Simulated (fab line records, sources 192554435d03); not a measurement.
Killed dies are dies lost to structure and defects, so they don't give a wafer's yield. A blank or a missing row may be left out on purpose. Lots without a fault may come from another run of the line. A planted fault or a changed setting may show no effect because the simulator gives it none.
Chamber matching | flow n5_finfet | N5_MOL_CONTACT_COAG_ALD_123 on ald_sin-03: 4 sister chambers
The step deposits SiNx, target thk 5 nm, pulse time 1 s, purge time 2 s. 14 wafers are shown with their chamber, then 7 later ones without.

WAFERS WITH THEIR CHAMBER
wafer  | chamber | heater_power_w (W) | precursor_pulse_height_rel
L799.1 | 2       | 928                | 1.000
L799.2 | 0       | 898                | 1.008
L799.6 | 1       | 894                | 0.971
L800.3 | 1       | 879                | 0.992
L800.5 | 1       | 892                | 1.015
L800.6 | 2       | 966                | 1.004
L803.2 | 2       | 897                | 0.992
L803.4 | 1       | 881                | 1.010
L803.5 | 3       | 881                | 1.004
L810.1 | 1       | 868                | 0.967
L810.2 | 0       | 876                | 0.987
L810.6 | 1       | 898                | 1.020
L814.1 | 2       | 916                | 0.981
L814.2 | 0       | 872                | 0.992

SIGNATURES (means of the wafers above)
reading                    | chamber 0 | chamber 1 | chamber 2 | chamber 3 | scatter within a chamber
heater_power_w             | 882.00    | 885.33    | 926.75    | 881.00    | 18.9
precursor_pulse_height_rel | 0.99567   | 0.99583   | 0.99425   | 1.00400   | 0.0178
Rule: a wafer's distance from a chamber is the root of the sum, over the readings, of the square of ((its reading less the chamber's mean) divided by the reading's scatter). The wafer belongs to the nearest chamber; if the next one is less than 2 further off, it can't be placed. The scatter: the root of (the sum of the squares of (reading less its chamber's mean) over the shown wafers, divided by (wafers less chambers)).

WAFERS WITHOUT THEIR CHAMBER
wafer  | heater_power_w (W) | precursor_pulse_height_rel
L814.5 | 877                | 0.992
L816.1 | 883                | 1.024
L816.4 | 885                | 0.992
L816.5 | 929                | 0.983
L817.1 | 892                | 1.014
L817.4 | 955                | 1.003
L817.6 | 890                | 0.996

WHICH CHAMBER EACH WENT THROUGH
wafer  | from the rows above               | in truth
L814.5 | can't be placed: 0 or 1 or 3      | 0
L816.1 | can't be placed: 3 or 1 or 0 or 2 | 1
L816.4 | can't be placed: 1 or 0 or 3 or 2 | 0
L816.5 | can't be placed: 2 or 1 or 0      | 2
L817.1 | can't be placed: 3 or 1 or 0 or 2 | 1
L817.4 | 2                                 | 2
L817.6 | can't be placed: 1 or 0 or 3 or 2 | 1
Placed correctly: 1 of 7. Can't be placed from these rows: 6 (the true chamber is among the candidates in 6). Placed wrongly: 0.
